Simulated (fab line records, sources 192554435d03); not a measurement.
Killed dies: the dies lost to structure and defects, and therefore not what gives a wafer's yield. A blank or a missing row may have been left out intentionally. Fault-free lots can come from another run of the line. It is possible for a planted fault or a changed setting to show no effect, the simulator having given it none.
fab line records || flow n5-finfet
[record] {"lots": 4, "wafers": 12, "last-day": 18}
route steps=1938 shown BEOL_M4@1099 BEOL_M5@1112 MIM_BOT@1833 PASSIVATION@1936
lots with no fault: from the same line, run without faults
start-h: start of the lot's first displayed wafer, in hours after the record's first day || wait-h: time in hours since the lot's previous step || " identical to the entry in the row above || L1.1+2: a single row standing in for several wafers || - no value, or no start given || * or withheld: withheld || < > ~ a bound
route shown NAME@n: a module of which the file shows steps, and the number in the route of the first || usual: average and standard deviation across the fault-free wafers || same: alike in all rows || chamber/n: place in a boat || sites: readings site by site || _std_site: their standard deviation || _edge_site: inner sites' mean taken away from outer sites' mean || radius-mm: for every site, how far away it sits from the centre of the wafer || mask NAME#n: copy n || behind: tool/chamber where the wafer was last shaped || hold: what put the lot on hold/how long, in hours/how the hold closed || device: the n, p or np transistor that did not switch || end of line: the route-end tests of the same wafers || a step given without rows: its recipe and nothing more || killed: the dies lost at the first sort to structure and to defects; this is not the yield of the wafer || map: a wafer's dies, x killed, . not, _ none there
set.NAME: setting as actually run; set.NAME@STEP: the setting as run at that earlier step || model.NAME: the simulator's own value behind a step, which no gauge read
lots seen at some steps along the route; tables by step, rows by wafer
services: the hour from which a tool's chamber was out of use, counted from the record's first day as start-h (under 0 if before that day), plus the number of hours and why
[[steps]]
[step N5_BEOL_M4_ANNEAL_95]
[recipe] {"temp-c": 400, "time-s": 240, "ambient": "vacuum"}
[step N5_BEOL_M4_SPUTTER_96]
[recipe] {"material": "Cu", "target-thk-a": 45, "temp-c": -20, "chamber-pressure-pa": 0.07, "power-w": "withheld", "time-s": 8.29}
[step N5_BEOL_M4_ECD_50]
[recipe] {"material": "Cu", "target-thk-a": 3000}
[step N5_BEOL_M4_ANNEAL_51]
[recipe] {"temp-c": 225, "time-s": 90, "ambient": "N2"}
[step N5_BEOL_M4_CMP_52]
[recipe] {"stop-on": "SiOC", "t-overpolish-s": 6.8, "down-force-psi": 1, "platen-rpm": 50, "clearing-platen-down-force-psi": 1.5, "clearing-platen-rpm": 50, "post-cmp-clean": "cu-alkaline", "target-thk-nm": 40, "clearing-platen-pad-velocity-m-s": 0.99484, "pad-velocity-m-s": 0.99484}
[step N5_BEOL_M4_PRE_CLEAN_60]
[recipe] {"gas": "NH3/H2", "time-s": 15, "temp-c": "*", "rf-power-w": 300}
[step N5_BEOL_M4_CO_CAP_55]
[recipe] {"material": "Co", "target-thk-a": 20, "temp-c": 200, "precursor": "CCTBA/H2", "pressure-torr": 30, "time-s": 102.1}
[step N5_BEOL_M4_PRE_CLEAN_56]
[recipe] {"gas": "NH3", "time-s": 15, "temp-c": "withheld", "rf-power-w": 300}
[step N5_BEOL_M4_DEP_57]
[recipe] {"material": "SiCN", "target-thk-a": 80, "temp-c": "withheld", "precursor": "3MS/NH3", "pressure-torr": 3, "rf-w": 202, "time-s": 14}
[step N5_BEOL_M4_RC_MEAS_101]
[usual] {"DIBL_N": "35.9/1.7", "DIBL_P": "36.0/2.2", "IOFF_N": "0.16/0.031", "IOFF_P": "0.21/0.039", "ION_N": "678/13", "ION_P": "464/8.8", "SS_N": "71.5/0.61", "SS_P": "73.2/0.68", "VT_N": "249/3.3", "VT_P": "-250/3.8"}
{"lot.wafer": "L393.2", "tool": "prober-01", "chamber": 0, "start-h": 169.48, "wait-h": 0.2, "DIBL_N[mV/V]": 36.0, "DIBL_P[mV/V]": 36.5, "IOFF_N[nA/um]": 0.18, "IOFF_P[nA/um]": 0.25, "ION_N[uA/um]": 687, "ION_P[uA/um]": 480, "SS_N[mV/dec]": 71.6, "SS_P[mV/dec]": 73.4, "VT_N[mV]": 247, "VT_P[mV]": -246}
{"lot.wafer": "L393.3", "tool": "prober-01", "chamber": 0, "start-h": 169.48, "wait-h": 0.2, "DIBL_N[mV/V]": 33.9, "DIBL_P[mV/V]": 32.9, "IOFF_N[nA/um]": 0.12, "IOFF_P[nA/um]": 0.20, "ION_N[uA/um]": 670, "ION_P[uA/um]": 465, "SS_N[mV/dec]": 71.3, "SS_P[mV/dec]": 72.4, "VT_N[mV]": 255, "VT_P[mV]": -248}
{"lot.wafer": "L393.6", "tool": "prober-01", "chamber": 0, "start-h": 169.48, "wait-h": 0.2, "DIBL_N[mV/V]": 35.5, "DIBL_P[mV/V]": 36.2, "IOFF_N[nA/um]": 0.17, "IOFF_P[nA/um]": 0.26, "ION_N[uA/um]": 693, "ION_P[uA/um]": 483, "SS_N[mV/dec]": 71.5, "SS_P[mV/dec]": 74.1, "VT_N[mV]": 247, "VT_P[mV]": -246}
{"lot.wafer": "L404.1", "tool": "prober-02", "chamber": 0, "start-h": 232.78, "wait-h": 0.0, "DIBL_N[mV/V]": 41.4, "DIBL_P[mV/V]": 41.7, "IOFF_N[nA/um]": 0.29, "IOFF_P[nA/um]": 0.34, "ION_N[uA/um]": 712, "ION_P[uA/um]": 485, "SS_N[mV/dec]": 72.8, "SS_P[mV/dec]": 73.9, "VT_N[mV]": 240, "VT_P[mV]": -242}
{"lot.wafer": "L404.3", "tool": "prober-02", "chamber": 0, "start-h": 232.78, "wait-h": 0.0, "DIBL_N[mV/V]": 37.9, "DIBL_P[mV/V]": 36.5, "IOFF_N[nA/um]": 0.19, "IOFF_P[nA/um]": 0.23, "ION_N[uA/um]": 689, "ION_P[uA/um]": 463, "SS_N[mV/dec]": 71.6, "SS_P[mV/dec]": 73.9, "VT_N[mV]": 245, "VT_P[mV]": -246}
{"lot.wafer": "L404.4", "tool": "prober-02", "chamber": 0, "start-h": 232.78, "wait-h": 0.0, "DIBL_N[mV/V]": 37.0, "DIBL_P[mV/V]": 35.4, "IOFF_N[nA/um]": 0.16, "IOFF_P[nA/um]": 0.21, "ION_N[uA/um]": 676, "ION_P[uA/um]": 472, "SS_N[mV/dec]": 71.1, "SS_P[mV/dec]": 72.7, "VT_N[mV]": 247, "VT_P[mV]": -249}
{"lot.wafer": "L407.2", "tool": "prober-02", "chamber": 0, "start-h": 261.86, "wait-h": 0.2, "DIBL_N[mV/V]": 35.1, "DIBL_P[mV/V]": 37.0, "IOFF_N[nA/um]": 0.17, "IOFF_P[nA/um]": 0.22, "ION_N[uA/um]": 684, "ION_P[uA/um]": 469, "SS_N[mV/dec]": 71.9, "SS_P[mV/dec]": 73.0, "VT_N[mV]": 248, "VT_P[mV]": -250}
{"lot.wafer": "L407.5", "tool": "prober-02", "chamber": 0, "start-h": 261.86, "wait-h": 0.2, "DIBL_N[mV/V]": 34.5, "DIBL_P[mV/V]": 35.0, "IOFF_N[nA/um]": 0.16, "IOFF_P[nA/um]": 0.19, "ION_N[uA/um]": 684, "ION_P[uA/um]": 464, "SS_N[mV/dec]": 71.2, "SS_P[mV/dec]": 72.7, "VT_N[mV]": 248, "VT_P[mV]": -250}
{"lot.wafer": "L407.6", "tool": "prober-02", "chamber": 0, "start-h": 261.86, "wait-h": 0.2, "DIBL_N[mV/V]": 35.5, "DIBL_P[mV/V]": 37.2, "IOFF_N[nA/um]": 0.20, "IOFF_P[nA/um]": 0.23, "ION_N[uA/um]": 684, "ION_P[uA/um]": 464, "SS_N[mV/dec]": 71.9, "SS_P[mV/dec]": 73.9, "VT_N[mV]": 243, "VT_P[mV]": -249}
{"lot.wafer": "L415.1", "tool": "prober-02", "chamber": 0, "start-h": 310.75, "wait-h": 0.0, "DIBL_N[mV/V]": 36.0, "DIBL_P[mV/V]": 38.1, "IOFF_N[nA/um]": 0.17, "IOFF_P[nA/um]": 0.25, "ION_N[uA/um]": 671, "ION_P[uA/um]": 470, "SS_N[mV/dec]": 72.9, "SS_P[mV/dec]": 73.5, "VT_N[mV]": 249, "VT_P[mV]": -246}
{"lot.wafer": "L415.3", "tool": "prober-02", "chamber": 0, "start-h": 310.75, "wait-h": 0.0, "DIBL_N[mV/V]": 36.0, "DIBL_P[mV/V]": 38.6, "IOFF_N[nA/um]": 0.19, "IOFF_P[nA/um]": 0.26, "ION_N[uA/um]": 697, "ION_P[uA/um]": 477, "SS_N[mV/dec]": 72.2, "SS_P[mV/dec]": 74.0, "VT_N[mV]": 246, "VT_P[mV]": -247}
{"lot.wafer": "L415.5", "tool": "prober-02", "chamber": 0, "start-h": 310.75, "wait-h": 0.0, "DIBL_N[mV/V]": 35.2, "DIBL_P[mV/V]": 37.2, "IOFF_N[nA/um]": 0.17, "IOFF_P[nA/um]": 0.24, "ION_N[uA/um]": 688, "ION_P[uA/um]": 480, "SS_N[mV/dec]": 71.9, "SS_P[mV/dec]": 73.5, "VT_N[mV]": 249, "VT_P[mV]": -248}
[step N5_BEOL_M5_ILD_DEP_00]
[recipe] {"material": "SiCOH_lowk", "target-thk-a": 1406.4, "temp-c": 300, "precursor": "DEMS/porogen", "pressure-torr": 5, "rf-w": 500, "time-s": 25.9}
[step N5_BEOL_M5_CURE_79]
[recipe] {"temp-c": 385, "time-s": 240, "ambient": "He/Ar", "material": "SiCOH_lowk"}
[step N5_BEOL_M5_PECVD_70]
[recipe] {"material": "SiO2", "target-thk-a": 160, "temp-c": 400, "precursor": "TEOS/O2", "pressure-torr": 5.5, "rf-w": 450, "teos-flow-sccm": 53.8, "gas": "O2", "flow-sccm": 3000, "time-s": 18}
[step N5_BEOL_M5_HM_DEP_02]
[recipe] {"material": "TiN", "target-thk-a": 200, "temp-c": 25, "chamber-pressure-pa": 0.49996}
[step N5_BEOL_M5_COAT_59]
[recipe] {"resist": "SOC", "temp-c": 250, "time-s": 60, "spin-rpm": 1500, "resist-thk-nm": 60}
[step N5_BEOL_M5_COAT_60]
[recipe] {"resist": "SiARC", "temp-c": 220, "time-s": 60, "spin-rpm": 1500, "resist-thk-nm": 12}
[step N5_BEOL_M5_COAT_71]
[recipe] {"resist": "underlayer", "temp-c": 205, "time-s": 60, "spin-rpm": 1500, "resist-thk-nm": 5}
[step N5_BEOL_M5_COAT_05]
[recipe] {"resist": "CAR-EUV", "spin-rpm": 1500, "resist-thk-nm": 30}
[step N5_BEOL_M5_EBR_07]
[recipe] {"solvent": "PGMEA", "ebr-width-mm": 1.5}
[step N5_BEOL_M5_SOFTBAKE_06]
[recipe] {"temp-c": 110, "time-s": 60, "resist": "CAR-EUV"}
[step N5_BEOL_M5_EXPOSE_08]
[recipe] {"mask-id": "M5", "na": 0.33, "source-shape": "annular", "sigma-inner": 0.4, "sigma-outer": 0.8, "polarization": "unpolarized", "target-cd-nm": 28, "dose-mj": 35.75}
[step N5_BEOL_M5_PEB_09]
[recipe] {"peb-temp-c": 100, "peb-time-s": 60, "resist": "CAR-EUV"}
[step N5_BEOL_M5_DEVELOP_10]
[recipe] {"develop-time-s": 30, "developer": "TMAH", "resist": "CAR-EUV", "rinse-liquid": "surfactant-rinse", "dry": "air-spin", "dev-temp-c": 23}
[step N5_BEOL_M5_DESCUM_16]
[recipe] {"chemistry": "O2", "time-s": 7, "source-power-w": 50, "bias-power-w": 20, "pressure-mtorr": 20, "rf-frequency-hz": 2.712e+07, "temp-c": 40, "resist": "CAR-EUV", "o2-flow-sccm": 225}
[step N5_BEOL_M5_ETCH_72]
[recipe] {"chemistry": "N2/H2", "target": "underlayer", "target-depth-a": 65, "mask-material": "CAR-EUV", "time-s": 5.2, "ion-energy-ev": 200, "pressure-mtorr": 30, "source-w": 840, "bias-w": 150, "n2-flow-sccm": 200, "h2-flow-sccm": 200, "ends": "cleared"}
[step N5_BEOL_M5_ETCH_61]
[recipe] {"chemistry": "CF4", "target": "SiARC", "target-depth-a": 156, "mask-material": "CAR-EUV", "time-s": 26, "ion-energy-ev": 80, "pressure-mtorr": 40, "source-w": 545, "bias-w": 36, "Ar_flow_sccm": 100, "cf4-flow-sccm": 100, "ends": "cleared"}
[step N5_BEOL_M5_ETCH_62]
[recipe] {"chemistry": "N2/H2", "target": "SOC", "target-depth-a": 750, "overetch-a": 150, "mask-material": "SiARC", "temp-c": 40, "time-s": 112.5, "ion-energy-ev": 200, "pressure-mtorr": 30, "source-w": 840, "bias-w": 150, "n2-flow-sccm": 200, "h2-flow-sccm": 200}
[step N5_BEOL_M5_STRIP_63]
[recipe] {"chemistry": "N2/H2", "temp-c": 40, "n2-flow-sccm": 200, "h2-flow-sccm": 200, "rf-frequency-hz": 6e+07}
[step N5_BEOL_M5_STRIP_73]
[recipe] {"chemistry": "N2/H2", "temp-c": 40, "n2-flow-sccm": 200, "h2-flow-sccm": 200, "rf-frequency-hz": 6e+07}
[step N5_BEOL_M5_STRIP_64]
[recipe] {"chemistry": "CF4", "resist": "SiARC", "power-w": 300, "bias-power-w": 75, "pressure-mtorr": 50, "cf4-flow-sccm": 150, "rf-frequency-hz": 6e+07}
[step N5_BEOL_M5_HM_OPEN_17]
[recipe] {"chemistry": "Cl2/BCl3", "target-depth-a": 200, "overetch-a": 60, "target": "TiN", "mask-material": "SOC", "ion-energy-ev": 150, "pressure-mtorr": 10, "icp-w": 1000, "bias-w": 126, "Cl2_flow_sccm": 53.25, "bcl3-flow-sccm": 21.75, "Ar_flow_sccm": 25}
[step N5_BEOL_M5_STRIP_19]
[recipe] {"chemistry": "O2", "power-w": 400, "temp-c": 40, "pressure-mtorr": 30, "rf-frequency-hz": 6e+07, "bias-power-w": 0, "overash-fraction": 0.2, "o2-flow-sccm": 225}
[step N5_BEOL_M5_COAT_65]
[recipe] {"resist": "SOC", "temp-c": 250, "time-s": 60, "spin-rpm": 1500, "resist-thk-nm": 60}
[step N5_BEOL_M5_COAT_66]
[recipe] {"resist": "SiARC", "temp-c": 220, "time-s": 60, "spin-rpm": 1500, "resist-thk-nm": 12}
[step N5_MIM_BOT_SPUTTER_00]
[recipe] {"material": "TiN", "target-thk-a": 350, "temp-c": 200, "power-w": 3000, "chamber-pressure-pa": 0.49996, "gas": "Ar", "reactive-partial-pa": 0.37997, "time-s": 89.7}
[usual] {"throttle-valve-pct": "30.2/1.1"}
{"lot.wafer": "L393.2", "tool": "pvd-sputter-03", "chamber": "-", "start-h": 256.08, "wait-h": 0.0, "throttle-valve-pct": 30.9, "model.TiN_of_MIM_BOT_SPUTTER_00.thk-nm": 35.6}
{"lot.wafer": "L393.3", "tool": "pvd-sputter-03", "chamber": "-", "start-h": 256.08, "wait-h": 0.0, "throttle-valve-pct": 30.0, "model.TiN_of_MIM_BOT_SPUTTER_00.thk-nm": 35.6}
{"lot.wafer": "L393.6", "tool": "pvd-sputter-03", "chamber": "-", "start-h": 256.08, "wait-h": 0.0, "throttle-valve-pct": 29.8, "model.TiN_of_MIM_BOT_SPUTTER_00.thk-nm": 35.4}
{"lot.wafer": "L404.1", "tool": "pvd-sputter-03", "chamber": "-", "start-h": 333.50, "wait-h": 0.0, "throttle-valve-pct": 30.5, "model.TiN_of_MIM_BOT_SPUTTER_00.thk-nm": 35.2}
{"lot.wafer": "L404.3", "tool": "pvd-sputter-03", "chamber": "-", "start-h": 333.50, "wait-h": 0.0, "throttle-valve-pct": 31.1, "model.TiN_of_MIM_BOT_SPUTTER_00.thk-nm": 45}
{"lot.wafer": "L404.4", "tool": "pvd-sputter-03", "chamber": "-", "start-h": 333.50, "wait-h": 0.0, "throttle-valve-pct": 30.0, "model.TiN_of_MIM_BOT_SPUTTER_00.thk-nm": 35.2}
{"lot.wafer": "L407.2", "tool": "pvd-sputter-03", "chamber": "-", "start-h": 363.48, "wait-h": 0.0, "throttle-valve-pct": 29.7, "model.TiN_of_MIM_BOT_SPUTTER_00.thk-nm": 35.2}
{"lot.wafer": "L407.5", "tool": "pvd-sputter-03", "chamber": "-", "start-h": 363.48, "wait-h": 0.0, "throttle-valve-pct": 31.0, "model.TiN_of_MIM_BOT_SPUTTER_00.thk-nm": 35.2}
{"lot.wafer": "L407.6", "tool": "pvd-sputter-03", "chamber": "-", "start-h": 363.48, "wait-h": 0.0, "throttle-valve-pct": 30.6, "model.TiN_of_MIM_BOT_SPUTTER_00.thk-nm": 44.8}
{"lot.wafer": "L415.1", "tool": "pvd-sputter-02", "chamber": "-", "start-h": 419.92, "wait-h": 0.0, "throttle-valve-pct": 29.5, "model.TiN_of_MIM_BOT_SPUTTER_00.thk-nm": 35.6}
{"lot.wafer": "L415.3", "tool": "pvd-sputter-02", "chamber": "-", "start-h": 419.92, "wait-h": 0.0, "throttle-valve-pct": 31.3, "model.TiN_of_MIM_BOT_SPUTTER_00.thk-nm": 35.4}
{"lot.wafer": "L415.5", "tool": "pvd-sputter-02", "chamber": "-", "start-h": 419.92, "wait-h": 0.0, "throttle-valve-pct": 27.4, "model.TiN_of_MIM_BOT_SPUTTER_00.thk-nm": 35.4}
[step N5_PASSIVATION_PROBE_49]
[usual] {"defect-limited-yield": "90.9/1.5", "killed_at_M0_to_M3": "36/10", "killed_at_M4_up": "13/5.5", "killed-at-contacts": "12/5.6", "killed-at-front-end": "42/12", "killed-at-other": "4/3.2", "killed-dies": "108/18", "killed-open": "71/13", "killed-short": "34/7.8", "sort_bin_5_function": "5.4/1", "sort_bin_6_memory": "3.4/0.68", "sort-n-pass": "1072/18", "sort-yield-pct": "90.9/1.5"}
[same] {"gross-dies": 1180, "killed-at-back-side": 0, "sort_bin_4_leakage[%]": 0, "sort_bin_8_speed[%]": 0}
{"lot.wafer": "L393.2", "tool": "prober-02", "chamber": "-", "start-h": 272.00, "wait-h": 0.1, "defect-limited-yield[%]": 91.4, "killed_at_M0_to_M3": 36, "killed_at_M4_up": 13, "killed-at-contacts": 8, "killed-at-front-end": 45, "killed-at-other": 0, "killed-dies": 102, "killed-open": 62, "killed-short": 37, "sort_bin_5_function[%]": 4.8, "sort_bin_6_memory[%]": 3.6, "sort-n-pass": 1078, "sort-yield-pct[%]": 91.4}
{"lot.wafer": "L393.3", "tool": "prober-02", "chamber": "-", "start-h": 272.05, "wait-h": 0.1, "defect-limited-yield[%]": 89.5, "killed_at_M0_to_M3": 42, "killed_at_M4_up": 19, "killed-at-contacts": 10, "killed-at-front-end": 50, "killed-at-other": 3, "killed-dies": 124, "killed-open": 86, "killed-short": 29, "sort_bin_5_function[%]": 6.2, "sort_bin_6_memory[%]": 3.5, "sort-n-pass": 1056, "sort-yield-pct[%]": 89.5}
{"lot.wafer": "L393.6", "tool": "prober-02", "chamber": "-", "start-h": 272.20, "wait-h": 0.3, "defect-limited-yield[%]": 90.9, "killed_at_M0_to_M3": 36, "killed_at_M4_up": 8, "killed-at-contacts": 8, "killed-at-front-end": 43, "killed-at-other": 12, "killed-dies": 107, "killed-open": 67, "killed-short": 38, "sort_bin_5_function[%]": 5.4, "sort_bin_6_memory[%]": 3.3, "sort-n-pass": 1073, "sort-yield-pct[%]": 90.9}
{"lot.wafer": "L404.3", "tool": "prober-01", "chamber": "-", "start-h": 348.01, "wait-h": 0.1, "defect-limited-yield[%]": 63.1, "killed_at_M0_to_M3": 45, "killed_at_M4_up": 15, "killed-at-contacts": 8, "killed-at-front-end": 19, "killed-at-other": 349, "killed-dies": 436, "killed-open": 66, "killed-short": 26, "sort_bin_5_function[%]": 4.9, "sort_bin_6_memory[%]": 2.8, "sort-n-pass": 744, "sort-yield-pct[%]": 63.1}
{"lot.wafer": "L407.2", "tool": "prober-01", "chamber": "-", "start-h": 376.71, "wait-h": 0.1, "defect-limited-yield[%]": 90.6, "killed_at_M0_to_M3": 27, "killed_at_M4_up": 16, "killed-at-contacts": 11, "killed-at-front-end": 53, "killed-at-other": 4, "killed-dies": 111, "killed-open": 75, "killed-short": 36, "sort_bin_5_function[%]": 5.8, "sort_bin_6_memory[%]": 3.2, "sort-n-pass": 1069, "sort-yield-pct[%]": 90.6}
{"lot.wafer": "L407.5", "tool": "prober-01", "chamber": "-", "start-h": 376.86, "wait-h": 0.2, "defect-limited-yield[%]": 90.0, "killed_at_M0_to_M3": 42, "killed_at_M4_up": 6, "killed-at-contacts": 19, "killed-at-front-end": 47, "killed-at-other": 4, "killed-dies": 118, "killed-open": 81, "killed-short": 34, "sort_bin_5_function[%]": 5.6, "sort_bin_6_memory[%]": 3.9, "sort-n-pass": 1062, "sort-yield-pct[%]": 90.0}
{"lot.wafer": "L407.6", "tool": "prober-01", "chamber": "-", "start-h": 376.91, "wait-h": 0.3, "defect-limited-yield[%]": 62.9, "killed_at_M0_to_M3": 37, "killed_at_M4_up": 7, "killed-at-contacts": 3, "killed-at-front-end": 56, "killed-at-other": 335, "killed-dies": 438, "killed-open": 68, "killed-short": 30, "sort_bin_5_function[%]": 5.9, "sort_bin_6_memory[%]": 2.4, "sort-n-pass": 742, "sort-yield-pct[%]": 62.9}
{"lot.wafer": "L415.1", "tool": "prober-01", "chamber": "-", "start-h": 440.76, "wait-h": 0.3, "defect-limited-yield[%]": 88.5, "killed_at_M0_to_M3": 40, "killed_at_M4_up": 21, "killed-at-contacts": 20, "killed-at-front-end": 50, "killed-at-other": 5, "killed-dies": 136, "killed-open": 89, "killed-short": 46, "sort_bin_5_function[%]": 6.8, "sort_bin_6_memory[%]": 4.1, "sort-n-pass": 1044, "sort-yield-pct[%]": 88.5}
{"lot.wafer": "L415.3", "tool": "prober-01", "chamber": "-", "start-h": 440.86, "wait-h": 0.4, "defect-limited-yield[%]": 88.5, "killed_at_M0_to_M3": 54, "killed_at_M4_up": 19, "killed-at-contacts": 15, "killed-at-front-end": 47, "killed-at-other": 1, "killed-dies": 136, "killed-open": 79, "killed-short": 56, "sort_bin_5_function[%]": 6.9, "sort_bin_6_memory[%]": 4.1, "sort-n-pass": 1044, "sort-yield-pct[%]": 88.5}
{"lot.wafer": "L415.5", "tool": "prober-01", "chamber": "-", "start-h": 440.96, "wait-h": 0.5, "defect-limited-yield[%]": 87.2, "killed_at_M0_to_M3": 30, "killed_at_M4_up": 14, "killed-at-contacts": 23, "killed-at-front-end": 74, "killed-at-other": 10, "killed-dies": 151, "killed-open": 94, "killed-short": 56, "sort_bin_5_function[%]": 7.2, "sort_bin_6_memory[%]": 5.2, "sort-n-pass": 1029, "sort-yield-pct[%]": 87.2}
// killed by level:class
L393.2 BEOL_M0_SAQP:geometric-particle:short=12 FIN_SAQP:geometric-particle:short=11 STI_FIN_REVEAL:geometric-particle:open=9 BEOL_M0_SAQP:geometric-particle:open=9 MOL_CONTACT_COAG:geometric-particle:open=7 DUMMY_GATE:geometric-particle:open=6 BEOL_M3:geometric-particle:open=6 BEOL_M4:geometric-particle:open=5
L393.3 FIN_SAQP:geometric-particle:open=16 BEOL_M0_SAQP:geometric-particle:open=16 BEOL_M3:geometric-particle:open=11 BEOL_M0_SAQP:geometric-particle:short=9 STI_FIN_REVEAL:geometric-particle:open=7 BEOL_M4:geometric-particle:open=7 MOL_CONTACT_COAG:geometric-particle:open=7 HKMG_FIN:area-etch=7
L393.6 GATE_CUT:geometric-particle:short=8 BEOL_M0_SAQP:geometric-particle:short=8 BEOL_M0_SAQP:geometric-particle:open=8 BEOL_M2:geometric-particle:open=8 FIN_SAQP:geometric-particle:short=7 BEOL_M3:geometric-particle:open=7 MOL_CONTACT_COAG:geometric-particle:open=6 STI_FIN_REVEAL:geometric-particle:open=5
L404.3 MIM_BOT:area-sputter=343 BEOL_M1:geometric-particle:open=11 MOL_CONTACT_COAG:geometric-particle:open=8 BEOL_M0_SAQP:geometric-particle:open=7 BEOL_M3:geometric-particle:open=6 BEOL_M2:geometric-particle:open=6 DUMMY_GATE:geometric-particle:open=5 FIN_SAQP:geometric-particle:open=4
L407.2 STI_FIN_REVEAL:geometric-particle:open=21 BEOL_M0_SAQP:geometric-particle:short=12 FIN_SAQP:geometric-particle:open=11 BEOL_M4:geometric-particle:open=9 MOL_CONTACT_COAG:geometric-particle:open=6 BEOL_M0_SAQP:geometric-particle:open=6 MOL_CONTACT_COAG:geometric-particle:short=5 BEOL_M1:geometric-particle:open=5
L407.5 MOL_CONTACT_COAG:geometric-particle:open=16 BEOL_M0_SAQP:geometric-particle:short=14 FIN_SAQP:geometric-particle:open=13 BEOL_M0_SAQP:geometric-particle:open=8 FIN_SAQP:geometric-particle:short=7 BEOL_M1:geometric-particle:open=7 STI_FIN_REVEAL:geometric-particle:open=7 BEOL_M2:geometric-particle:open=7
L407.6 MIM_BOT:area-sputter=335 FIN_SAQP:geometric-particle:open=13 STI_FIN_REVEAL:geometric-particle:open=11 FIN_SAQP:geometric-particle:short=10 BEOL_M1:geometric-particle:open=9 BEOL_M0_SAQP:geometric-particle:open=7 BEOL_M1:geometric-particle:short=6 BEOL_M3:geometric-particle:open=5
L415.1 MOL_CONTACT_COAG:geometric-particle:open=16 BEOL_M4:geometric-particle:open=14 FIN_SAQP:geometric-particle:short=14 BEOL_M1:geometric-particle:open=12 STI_FIN_REVEAL:geometric-particle:open=11 BEOL_M1:geometric-particle:short=11 BEOL_M3:geometric-particle:open=6 FIN_SAQP:geometric-particle:open=5
L415.3 BEOL_M0_SAQP:geometric-particle:short=15 FIN_SAQP:geometric-particle:short=13 BEOL_M3:geometric-particle:open=12 BEOL_M4:geometric-particle:open=11 BEOL_M0_SAQP:geometric-particle:open=11 STI_FIN_REVEAL:geometric-particle:open=9 MOL_CONTACT_COAG:geometric-particle:open=8 FIN_SAQP:geometric-particle:open=7
L415.5 STI_FIN_REVEAL:geometric-particle:open=22 MOL_CONTACT_COAG:geometric-particle:open=21 FIN_SAQP:geometric-particle:short=14 FIN_SAQP:geometric-particle:open=9 BEOL_M0_SAQP:geometric-particle:short=9 BEOL_M3:geometric-particle:open=8 BEOL_M1:geometric-particle:open=5 DUMMY_GATE:geometric-particle:open=5
// map L404.3 (x killed, . not)
_________________.x..........________________
______________.............x...._____________
___________....xx.......x......x...__________
__________...x......................_________
________.....................x........_______
_______................x...............______
______..x...x....x..x...xxx..x........x._____
_____.x..........x..xx.xxx...............____
____...xx........x...xx.x..xx........x....___
___.........x..xxxxxxxxxxxx.xxx............__
___.......x.xxxxxxxx.xx..x..x...x....x.....__
__.....x...x.x.xxxxxxxxxxxxxxxxxxxxx........_
__..........xxxxxxxxxxxxxxxxxxx.x..........._
_...x....xxxxxxxxxxxxxxxxxxxxxxx..x...x......
_.......x..xxxxxxx.xxxxxxxxxxxxxxxx....x.....
_....x.....xxxxxxxxxxxxxxxxxxxxxxxxxx........
_....x.xxx.xxxxxxxxxxxxxxxxxxxxxx.xx...x.....
_.....x.x....xxxxxxxxxxxxxxxxxxxx.x.x........
_.......x..xxxxxxxxxxxxxxxxxxxxxx....x..x....
_......x.xxxxxxxxxxxxxxxxxxxxxxx.x.....x....x
_.........xxxxxxxxxxxxxxxxxxx.x.xxx....x.....
__......x..xxx.xxxxxxxxxxxxxxxxxxxx...x...x._
__.x........x.xxx.xxxxxxxxxxxxxxxx...x......_
___.........x.x.xxxxx..xxxxxxx.xx..........__
___...x........x...xxxxxx.x..x.xx..........__
____..x.......x..x.xxxx.x.x..xxx.x........___
_____............x.x.xxx....x.x.....x....____
______...........xx.x.x.xxxx............_____
_______........x..x......x.xx......x...______
________...............x.............x_______
__________......x........xx........._________
___________x....xx.................__________
______________.................._____________
_________________........x...________________
// map L407.6 (x killed, . not)
_________________............________________
______________.................._____________
___________........................__________
__________......x..................._________
________x............................._______
_______x............xx.....x...........______
______.........x....x...x......x.xx....._____
_____.x.............x.xxx.x.x..x....x....____
____x......x..x.x.xxx..xxx.....x..........___
___x..xx.....xxx.x..xxxxxxxxx.xxx.xx..x..x.__
___xx..x......xxxxxxx.x.xxxxxx.x...x.......__
__x..........xxxxxxxxxx.xxxxxxxxxx.x..x....._
__.........x.xxxxx.xxxxxxxxxxxxxx.xx.....x.._
_....x...x..xxxxxxxxxxxxxxxxxxx.x...xx.......
_.........x...xxxxxxxxxxxxxxxx.xxxx..x..x.x..
_.......xx.x.xxxxxxxxxxxxxxxxxxxx.x.xx..x.xx.
_.......x.xx.xxxxxxxxxxxxxxxxxxxxxx...x......
_........xx...xxxxxxxxxxxxxxxxxxxxx...x......
_......x....x.xxxxxxxxxx.xxxxxxx..x....x.....
_......x...xxxxxxxxxxxxxxxxxxxxxx.x.x........
_........x..xx.xxxxxxxxxxxxxxxxx.x...........
__...........xxxxxxxxxxxxxxxxxx.x.xx...x...._
__.........x..xxxxxxxxxxxxxxxxx..xx......x.._
___..x..x..x..xxx.x..xxxxxxxxxxxx.xx.......__
___.x........xx.xxx..xxxxxxxxxx............__
____...........xxxx.x..xxxxxxx............___
_____.......x..xxx..xx..xx.......x.......____
______....x.xx.x.x...x.x.....x.........._____
_______..............xxx..x.x..........______
________...............x.............._______
__________...................x...x.._________
___________..x.x......x.......x....__________
______________..x.....x........._____________
_________________..........x.________________
[[services]]
{"tool": "pvd-sputter-02", "chamber": "-", "start-h": 279.52, "hours": 3.8, "kind": "repair"}
[[key]]
[first-sign] {"step": "N5_PASSIVATION_PROBE_49", "reading": "killed-at-other", "direction": "up", "sigmas": "99+", "usual": 4, "struck": 342}
[effect] {"step": "N5_PASSIVATION_PROBE_49", "reading": "sort-n-pass", "direction": "down", "sigmas": 18, "usual": 1072, "struck": 743}
[model-effect] {"step": "N5_MIM_BOT_SPUTTER_00", "value": "TiN_of_MIM_BOT_SPUTTER_00.thk-nm", "without": 35.2, "struck": 44.9}
[more-kills-born-at] {"N5_MIM_BOT_SPUTTER_00@pvd-sputter-03": 678}
met-at N5_MIM_BOT_SPUTTER_00
struck-wafers L404.3,L407.6
onset-between 256.08 333.50
[fault] {"kind": "process-parameter-drift", "tool": "pvd-sputter-03", "chamber": "-", "onset-h": 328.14, "steps": "N5_MIM_BOT_SPUTTER_00", "channel": "time-s", "offset": "*", "shape": "step", "end-h": 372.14, "scope": "struck-wafers-only", "acts-in": "*", "stated": "*"}
